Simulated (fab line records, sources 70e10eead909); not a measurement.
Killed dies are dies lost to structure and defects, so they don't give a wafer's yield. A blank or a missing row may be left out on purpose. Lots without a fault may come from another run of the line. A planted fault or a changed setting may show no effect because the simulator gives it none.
fab line records | flow nand_harc
record lots=13 wafers=39 last_day=34
route steps=1302 shown P_BONDPAD@352 A_ZERO_WELL@396 END@1302
lots that met no fault: from a run of the same line without faults
start_h: hours from the record's first day to the start of the lot's first wafer shown | wait_h: hours since the lot's step before | " the same as in the row above | L1.1+2: a row that stands for several wafers | - no value, or no start given | * or withheld: withheld | < > ~ a bound
route shown NAME@n: a module of which the file shows steps, and the number in the route of the first | usual: mean/standard deviation of fault-free wafers | same: alike in all rows | chamber/n: place in a boat | sites: the reading at each site | _std_site: their standard deviation | _edge_site: outer sites' mean less inner sites' | radius_mm: how far each site lies from the wafer's centre | mask NAME#n: copy n | behind: the tool/chamber that last shaped the wafer | hold: why the lot was held/for how many hours/how that ended | device: the transistor (n, p or np) that didn't switch | end of line: the same wafers' tests at the end of the route | a step without rows: its recipe alone | killed: dies lost to structure and defects at the first sort, not the wafer's yield | map: a wafer's dies, x killed, . not, _ none there
set.NAME: the setting as run; set.NAME@STEP: as run at that earlier step | model.NAME: the simulator's own value behind a step, which no gauge read
steps of the route over a sample of lots; a table a step, a row a wafer
services: from which hour (start_h, from the record's first day; less than 0 if before it) a tool's chamber was out of use, for how many hours, and why
## steps
# step NHARC_P_BONDPAD_CMP_32
# recipe target_thk_nm=200 material=SiCN
# usual motor_current_A=11.7/1.6
# columns lot.wafer tool chamber start_h wait_h motor_current_A
L796.2 cmp-02 2 140.88 - 12.2
L796.5 " 1 " " 9.6
L796.6 " 2 " " 12.2
L797.1 cmp-02 3 158.04 - 13.1
L797.3 " 0 " " 11.3
L797.5 " 2 " " 11.6
L799.2 cmp-04 3 169.50 - 14.6
L799.6 " 1 " " 9.7
L799.5 " 2 " " 9.7
L804.3 cmp-04 0 217.84 - 12.7
L804.1 " 1 " " 10.4
L804.6 " 2 " " 10.1
L805.3 cmp-01 1 229.73 - 12.1
L805.5 " 0 " " 11.7
L805.6 " 1 " " 12.5
L806.2 cmp-02 2 246.45 - 12.1
L806.1 " 3 " " 12.8
L806.3 " 0 " " 11.2
L807.1 cmp-04 1 252.16 - 9.7
L807.2 " 2 " " 10.7
L807.6 " 2 " " 9.9
L808.2 cmp-04 3 279.36 - 15.5
L808.5 " 0 " " 12.9
L808.6 " 1 " " 10.0
L809.1 cmp-04 3 280.52 - 15.8
L809.3 " 1 " " 10.4
L809.2 " 2 " " 10.0
L811.3 cmp-01 2 289.96 - 11.3
L811.4 " 0 " " 11.0
L811.6 " 3 " " 10.5
L815.4 cmp-02 2 348.89 - 11.0
L815.1 " 0 " " 10.8
L815.3 " 1 " " 10.0
L817.3 cmp-02 2 355.80 - 11.8
L817.4 " 3 " " 12.9
L817.5 " 2 " " 11.8
L818.1 cmp-02 0 374.77 - 11.1
L818.6 " 2 " " 12.3
L818.5 " 3 " " 13.8
# step NHARC_P_BONDPAD_DESCUM_11
# recipe time_s=3 o2_flow_sccm=200 ar_flow_sccm=0 bias_power_w=0 chemistry=O2
# usual drypump_motor_current_A=5.8/0.44 oes_product_au=0.999/0.0082 rf_vpp_V=57.8/0.94 showerhead_plenum_p_Torr=1.91/0.075 throttle_valve_pct=11.312/0.0088
# columns lot.wafer tool chamber start_h wait_h drypump_motor_current_A oes_product_au rf_hours_counter_h rf_vpp_V showerhead_plenum_p_Torr throttle_valve_pct
L796.2 rie_diel-08 3 141.91 - 6.5 0.999 5.8 58.1 1.95 11.307
L796.5 " 3 " " 6.5 0.999 - 58.2 1.95 11.311
L796.6 " 1 " " 6.4 0.997 - 57.7 1.83 11.320
L797.1 rie_diel-08 2 159.02 - 5.8 0.991 5.7 57.6 1.84 11.307
L797.3 " 2 " " 5.8 0.990 - 56.9 1.84 11.317
L797.5 " 2 " " 5.8 0.998 - 58.4 1.84 11.307
L799.2 rie_diel-08 0 170.37 - 5.7 0.995 9.9 59.5 1.97 11.308
L799.5 " 2 " " 5.8 0.994 - 58.8 1.84 11.312
L799.6 " 3 " " 6.5 0.992 - 59.2 1.95 11.319
L804.3 rie_diel-13 0 218.84 - 6.0 1.012 1.1 57.1 1.91 11.304
L804.1 " 1 " " 5.7 0.994 1.2 57.6 1.91 11.312
L804.6 " 3 " " 6.0 1.004 - 57.6 1.98 11.316
L805.3 rie_diel-12 0 230.76 - 5.4 0.987 6.8 56.1 1.89 11.314
L805.6 " 2 " " 5.3 0.997 - 56.5 2.00 11.313
L805.5 " 3 " " 6.3 0.987 - 56.9 1.81 11.302
L806.1 rie_diel-08 3 247.33 - 6.5 0.998 4.4 59.8 1.94 11.312
L806.3 " 1 " " 6.4 1.012 4.4 58.4 1.83 11.304
L806.2 " 2 " " 5.8 1.005 4.5 57.8 1.83 11.319
L807.1 rie_diel-12 2 253.06 - 5.2 0.999 7.8 58.1 2.00 11.319
L807.2 " 1 " " 5.2 1.009 7.3 57.6 2.00 11.306
L807.6 " 3 " " 6.3 0.981 - 57.5 1.81 11.318
L808.2 rie_diel-13 0 280.33 - 6.0 1.008 2.7 58.3 1.91 11.319
L808.5 " 2 " " 5.6 0.998 - 57.6 1.81 11.314
L808.6 " 3 " " 6.0 1.009 - 56.8 1.98 11.308
L809.3 rie_diel-08 2 281.55 - 5.8 1.003 5.3 57.0 1.83 11.311
L809.2 " 3 " " 6.5 0.999 5.1 57.6 1.94 11.324
L809.1 " 0 " " 5.7 0.994 2.8 58.0 1.97 11.303
L811.3 rie_diel-13 1 290.86 - 5.7 0.996 2.9 58.1 1.91 11.305
L811.4 " 0 " " 6.0 1.003 3.4 57.9 1.91 11.300
L811.6 " 1 " " 5.7 0.995 - 57.3 1.91 11.313
L815.1 rie_diel-12 1 349.93 - 5.2 0.996 3.2 59.1 2.00 11.315
L815.3 " 2 " " 5.2 1.002 3.6 57.4 2.00 11.328
L815.4 " 3 " " 6.2 0.979 4.0 56.4 1.81 11.310
L817.3 rie_diel-12 3 356.81 - 6.3 0.991 4.4 56.2 1.81 11.299
L817.4 " 1 " " 5.2 0.989 3.4 57.8 2.00 11.312
L817.5 " 3 " " 6.3 0.992 - 57.7 1.81 11.296
L818.1 rie_diel-12 1 375.79 - 5.2 0.994 5.4 57.0 2.00 11.317
L818.5 " 3 " " 6.3 0.983 - 58.6 1.81 11.309
L818.6 " 0 " " 5.4 1.000 - 58.0 1.89 11.310
# step NHARC_A_ZERO_WELL_SOFTBAKE_05
# recipe temp_c=125 time_s=70
# usual heater_power_total_W=200.9/1.3
# columns lot.wafer tool chamber start_h wait_h heater_power_total_W
L796.2 litho_track-05 0 145 - 199.0
L796.5 " 0 " " 201.3
L796.6 " 0 " " 200.0
L797.1 litho_track-07 0 162 - 199.3
L797.3 " 0 " " 198.9
L797.5 " 0 " " 202.7
L799.2 litho_track-03 0 173 - 202.7
L799.5 " 0 " " 201.4
L799.6 " 0 " " 200.2
L804.1 litho_track-07 0 222 - 202.5
L804.3 " 0 " " 199.3
L804.6 " 0 " " 202.7
L805.3 litho_track-07 0 234 - 199.0
L805.5 " 0 " " 201.5
L805.6 " 0 " " 202.6
L806.1 litho_track-05 0 250 - 201.2
L806.2 " 0 " " 201.9
L806.3 " 0 " " 199.5
L807.1 litho_track-03 0 256 - 199.9
L807.2 " 0 " " 199.3
L807.6 " 0 " " 202.5
L808.2 litho_track-07 0 283 - 199.0
L808.5 " 0 " " 201.2
L808.6 " 0 " " 201.2
L809.1 litho_track-07 0 284 - 182.1
L809.2 " 0 " " 181.5
L809.3 " 0 " " 181.6
L811.3 litho_track-07 0 294 - 181.4
L811.4 " 0 " " 182.2
L811.6 " 0 " " 181.4
L815.1 litho_track-05 0 353 - 201.6
L815.3 " 0 " " 200.9
L815.4 " 0 " " 201.1
L817.3 litho_track-03 0 360 - 201.9
L817.4 " 0 " " 200.0
L817.5 " 0 " " 199.5
L818.1 litho_track-05 0 379 - 199.5
L818.5 " 0 " " 202.1
L818.6 " 0 " " 201.6
# step NHARC_A_ZERO_WELL_CD_MEAS_10
# recipe target_cd_nm=2000 landing_energy_ev=500
# usual cd_nm=2000.5/1.7
# columns lot.wafer tool chamber start_h wait_h cd_nm
L796.2 cd_sem-02 0 145.87 - 2000.5
L796.5 " 0 " " 2000.4
L796.6 " 0 " " 2003.9
L797.1 cd_sem-02 0 163.31 - 2000.9
L797.3 " 0 " " 1999.7
L797.5 " 0 " " 1999.3
L799.2 cd_sem-01 0 174.14 - 2002.4
L799.5 " 0 " " 2000.3
L799.6 " 0 " " 2002.0
L804.1 cd_sem-03 0 222.64 - 2001.0
L804.3 " 0 " " 2000.3
L804.6 " 0 " " 2002.9
L805.3 cd_sem-02 0 234.51 - 1998.0
L805.5 " 0 " " 1999.9
L805.6 " 0 " " 1995.3
L806.1 cd_sem-01 0 251.29 - 2004.0
L806.2 " 0 " " 2000.1
L806.3 " 0 " " 2001.1
L807.1 cd_sem-03 0 256.93 - 1997.9
L807.2 " 0 " " 2000.9
L807.6 " 0 " " 1999.7
L808.2 cd_sem-03 0 284.19 - 2000.8
L808.5 " 0 " " 2000.8
L808.6 " 0 " " 1998.5
L809.1 cd_sem-03 0 285.42 - 2000.5
L809.2 " 0 " " 1998.3
L809.3 " 0 " " 2001.2
L811.3 cd_sem-02 0 294.78 - 2000.3
L811.4 " 0 " " 2003.9
L811.6 " 0 " " 2000.4
L815.1 cd_sem-03 0 353.82 - 2004.0
L815.3 " 0 " " 2003.2
L815.4 " 0 " " 2001.3
L817.3 cd_sem-03 0 360.57 - 2002.6
L817.4 " 0 " " 1999.0
L817.5 " 0 " " 2002.0
L818.1 cd_sem-01 0 380.24 - 2002.1
L818.5 " 0 " " 2002.0
L818.6 " 0 " " 1998.7
# step NHARC_END_SORT_01
# recipe temp_c=25
# usual killed_at_array=54/18 killed_at_other=0.7/0.87 killed_at_periphery=3.7/2.5 killed_dies=59/19 killed_open=3.3/2 killed_short=2.6/1.6
# same gross_dies=677
# columns lot.wafer tool chamber start_h wait_h killed_at_array killed_at_other killed_at_periphery killed_dies killed_open killed_short
L797.1 prober-02 0 621.85 2.5 52 1 1 54 2 2
L797.3 prober-02 0 623.45 3.1 44 0 2 46 3 2
L797.5 prober-02 0 625.06 3.7 40 0 2 42 1 2
L807.1 prober-01 0 677.20 2.5 69 0 4 73 3 1
L807.2 prober-01 0 678.01 2.8 64 0 4 68 3 2
L807.6 prober-01 0 681.25 4.1 75 0 6 81 6 4
L809.1 prober-01 0 700.25 2.6 56 2 4 62 5 1
L809.2 prober-01 0 701.05 2.8 59 0 4 63 3 3
L809.3 prober-01 0 701.84 3.1 53 1 3 57 2 1
L811.3 prober-02 0 727.33 3.1 98 1 8 107 1 5
L811.4 prober-02 0 728.11 3.4 92 0 6 98 0 0
L811.6 prober-02 0 729.67 3.9 83 1 12 96 4 2
L815.1 prober-02 0 773.64 2.5 65 3 3 71 4 3
L815.3 prober-02 0 775.24 3.1 49 0 6 55 5 2
L815.4 prober-02 0 776.03 3.4 42 3 4 49 3 4
# killed by level:class
L797.1 A_SLIT:chamber_film_flake=25 A_CHANNEL_HOLE_D2:chamber_film_flake=15 A_DECK1_JOINT:chamber_film_flake=2 A_WL_FILL:chamber_film_flake=2 A_CONTACT:chamber_film_flake=2 A_ONON_D1:geometric_particle:short=1 A_CHANNEL_FILL_D1:geometric_particle:open=1 A_ONON_D2:geometric_particle:short=1
L797.3 A_SLIT:chamber_film_flake=24 A_CHANNEL_HOLE_D2:chamber_film_flake=7 A_CONTACT:chamber_film_flake=5 A_CHANNEL_HOLE_D1:chamber_film_flake=2 A_CHANNEL_FILL_D1:chamber_film_flake=2 P_M0:geometric_particle:short=1 P_M0:geometric_particle:open=1 A_ONON_D1:geometric_particle:open=1
L797.5 A_SLIT:chamber_film_flake=23 A_CHANNEL_HOLE_D2:chamber_film_flake=8 A_CHANNEL_HOLE_D1:chamber_film_flake=2 A_CHANNEL_FILL_D1:chamber_film_flake=2 A_CONTACT:chamber_film_flake=2 P_M0:geometric_particle:short=1 A_CHANNEL_HOLE_D1:geometric_particle:short=1 A_CHANNEL_FILL_D1:geometric_particle:open=1
L807.1 A_SLIT:chamber_film_flake=35 A_CHANNEL_HOLE_D2:chamber_film_flake=23 A_CONTACT:chamber_film_flake=4 A_CONTACT:geometric_particle:open=2 A_CHANNEL_HOLE_D1:chamber_film_flake=2 P_STI:geometric_particle:short=1 P_CONTACT:geometric_particle:open=1 P_GATE:chamber_film_flake=1
L807.2 A_SLIT:chamber_film_flake=36 A_CHANNEL_HOLE_D2:chamber_film_flake=16 A_CONTACT:chamber_film_flake=6 P_CONTACT:geometric_particle:open=2 A_CHANNEL_HOLE_D1:chamber_film_flake=2 P_GATE:geometric_particle:open=1 A_ONON_D1:geometric_particle:short=1 A_CHANNEL_FILL_D2:geometric_particle:short=1
L807.6 A_SLIT:chamber_film_flake=36 A_CHANNEL_HOLE_D2:chamber_film_flake=23 A_CHANNEL_HOLE_D1:chamber_film_flake=4 A_BLC:chamber_film_flake=2 P_GATE:geometric_particle:short=1 P_GATE:geometric_particle:open=1 P_M2:geometric_particle:open=1 P_BONDPAD:geometric_particle:open=1
L809.1 A_CHANNEL_HOLE_D1:chamber_film_flake=29 A_CHANNEL_HOLE_D2:chamber_film_flake=13 A_STAIRCASE:chamber_film_flake=5 A_SLIT:chamber_film_flake=3 P_CONTACT:geometric_particle:open=2 THIN_TSV:chamber_film_flake=2 A_CHANNEL_FILL_D1:geometric_particle:short=1 A_CHANNEL_FILL_D1:geometric_particle:open=1
L809.2 A_CHANNEL_HOLE_D1:chamber_film_flake=22 A_CHANNEL_HOLE_D2:chamber_film_flake=19 A_STAIRCASE:chamber_film_flake=7 A_SLIT:chamber_film_flake=5 P_CONTACT:geometric_particle:open=2 A_M0:chamber_film_flake=2 A_ONON_D1:geometric_particle:short=1 A_CHANNEL_HOLE_D1:geometric_particle:short=1
L809.3 A_CHANNEL_HOLE_D1:chamber_film_flake=24 A_CHANNEL_HOLE_D2:chamber_film_flake=18 A_SLIT:chamber_film_flake=5 A_STAIRCASE:chamber_film_flake=3 P_CONTACT:geometric_particle:open=1 A_WL_FILL:geometric_particle:short=1 A_BLC:geometric_particle:open=1 P_STI:chamber_film_flake=1
L811.3 A_SLIT:chamber_film_flake=32 A_CHANNEL_HOLE_D1:chamber_film_flake=26 A_CHANNEL_HOLE_D2:chamber_film_flake=26 P_GATE:chamber_film_flake=6 A_CONTACT:chamber_film_flake=4 A_ZERO_WELL:chamber_film_flake=2 A_DECK1_JOINT:chamber_film_flake=2 A_STAIRCASE:chamber_film_flake=2
L811.4 A_SLIT:chamber_film_flake=32 A_CHANNEL_HOLE_D1:chamber_film_flake=27 A_CHANNEL_HOLE_D2:chamber_film_flake=23 A_CONTACT:chamber_film_flake=6 P_GATE:chamber_film_flake=4 A_ZERO_WELL:chamber_film_flake=4 P_STI:chamber_film_flake=2
L811.6 A_CHANNEL_HOLE_D1:chamber_film_flake=28 A_SLIT:chamber_film_flake=27 A_CHANNEL_HOLE_D2:chamber_film_flake=13 P_GATE:chamber_film_flake=9 A_DECK1_JOINT:chamber_film_flake=4 A_CHANNEL_FILL_D2:chamber_film_flake=2 A_CONTACT:chamber_film_flake=2 P_M0:geometric_particle:open=1
L815.1 A_CHANNEL_HOLE_D2:chamber_film_flake=31 A_SLIT:chamber_film_flake=10 A_CONTACT:chamber_film_flake=8 P_BONDPAD:chamber_film_flake=3 A_STAIRCASE:chamber_film_flake=3 THIN_TSV:chamber_film_flake=3 A_CHANNEL_FILL_D1:geometric_particle:short=2 A_CHANNEL_HOLE_D1:unspecified=2
L815.3 A_CHANNEL_HOLE_D2:chamber_film_flake=31 A_SLIT:chamber_film_flake=6 A_CONTACT:chamber_film_flake=4 P_BONDPAD:chamber_film_flake=2 A_CHANNEL_HOLE_D1:unspecified=2 P_GATE:geometric_particle:open=1 P_M0:geometric_particle:open=1 P_M2:geometric_particle:open=1
L815.4 A_CHANNEL_HOLE_D2:chamber_film_flake=23 A_SLIT:chamber_film_flake=5 A_CHANNEL_FILL_D1:chamber_film_flake=3 A_CONTACT:chamber_film_flake=3 THIN_TSV:chamber_film_flake=3 P_CONTACT:geometric_particle:open=2 P_M0:geometric_particle:short=2 A_CHANNEL_HOLE_D1:unspecified=2
## services
# columns tool chamber start_h hours kind
cmp-02 - 134.50 4.0 pm
rie_diel-08 0 137.77 9.3 repair
rie_diel-12 1 138.42 13.1 repair
rie_diel-08 1 152.97 10.4 repair
rie_diel-12 2 156.64 13.4 repair
rie_diel-08 3 158.81 3.5 repair
rie_diel-08 - 190.80 9.0 pm
cmp-04 - 212.94 4.0 pm
rie_diel-08 0 213.75 4.9 repair
cmp-04 - 230.67 4.0 repair
cmp-02 - 232.50 4.0 pm
cmp-04 - 236.15 1.7 repair
rie_diel-08 0 245.35 16.4 repair
cmp-04 - 248.57 2.8 repair
rie_diel-12 0 248.93 30.6 repair
litho_track-07 - 251.00 7.0 pm
rie_diel-08 3 265.34 3.9 repair
rie_diel-12 3 267.11 12.1 repair
rie_diel-12 - 268.57 9.0 pm
cmp-02 - 270.76 0.5 repair
cmp-02 - 283.39 0.9 repair
cmp-02 - 297.12 1.2 repair
cmp-02 - 319.41 0.8 repair
cmp-02 - 330.50 4.0 pm
## key
first_sign step=NHARC_A_ZERO_WELL_SOFTBAKE_05 reading=heater_power_total_W direction=down sigmas=15 usual=* struck=*
effect none on later readings
met_at NHARC_A_ZERO_WELL_SOFTBAKE_05
struck_lots L809,L811
tester_left_out L809,L811
not_acting_at NHARC_P_BONDPAD_CMP_32,NHARC_P_BONDPAD_DESCUM_11,NHARC_A_ZERO_WELL_CD_MEAS_10
fault kind=process_parameter_drift tool=litho_track-07 chamber=- onset_h=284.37 steps=NHARC_A_ZERO_WELL_SOFTBAKE_05 channel=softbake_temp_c offset=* shape=step end_h=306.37 acts_in=* stated=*
# tester_left_out: of these lots the tester's yield and bins aren't shown, on N5 and GAA mostly nor the transistor test; their killed dies are dies lost to structure and defects alone, not to doping, threshold or leakage, so they don't give the yield
